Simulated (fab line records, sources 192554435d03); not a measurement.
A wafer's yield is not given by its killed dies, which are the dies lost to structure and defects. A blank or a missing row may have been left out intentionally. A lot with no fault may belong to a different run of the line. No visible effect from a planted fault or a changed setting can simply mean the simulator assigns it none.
Chamber matching ; flow n5_finfet ; pecvd-04 running N5_BEOL_M1_ILD_DEP_00: 3 sister chambers
The step deposits SiOC from DEMS/O2, target thk 79 nm, time 15.3 s. 6 wafers are shown with their chamber, then 12 later ones without.

== WAFERS, EACH WITH ITS CHAMBER ==
wafer;chamber;throttle_valve_pct (%);showerhead_plenum_p_Torr (Torr)
L086.4;0;12.3;5.722
L089.1;0;12.5;5.709
L089.4;2;12.1;5.715
L088.1;2;11.9;5.711
L088.2;1;13.6;5.684
L088.5;1;13.2;5.666

== WAFERS WHOSE CHAMBER IS MISSING ==
wafer;throttle_valve_pct (%);showerhead_plenum_p_Torr (Torr)
L091.3;13.1;5.666
L091.5;12.3;5.728
L091.6;12.2;5.717
L092.2;12.0;5.716
L092.5;12.3;5.711
L092.6;13.1;5.653
L093.1;12.1;5.717
L093.4;12.1;5.701
L093.5;12.5;5.712
L096.1;13.2;5.666
L096.3;13.1;5.688
L096.5;13.2;5.669

== CHAMBER TAKEN BY EACH ==
wafer;from the rows above;in truth
L091.3;1;1
L091.5;can't be placed: 0 or 2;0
L091.6;can't be placed: 0 or 2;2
L092.2;can't be placed: 2 or 0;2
L092.5;can't be placed: 0 or 2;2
L092.6;1;1
L093.1;can't be placed: 2 or 0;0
L093.4;can't be placed: 2 or 0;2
L093.5;can't be placed: 0 or 2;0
L096.1;1;1
L096.3;1;1
L096.5;1;1
Correct placement for 5 of the 12. Unplaceable from these rows: 7, with the true chamber sitting among the candidates in 7. 0 placed wrongly.
How it was worked out, from the rows above alone: a wafer's distance from a chamber is the root of the sum, over the readings, of the square of ((its reading less the chamber's mean) divided by the reading's scatter). The wafer belongs to the nearest chamber; if the next one is less than 2 further off, it can't be placed. A chamber's mean is the mean of its shown wafers. The scatter: take each reading less its chamber's mean, square it, sum over the shown wafers, divide by the number of wafers less the number of chambers, and take the root.
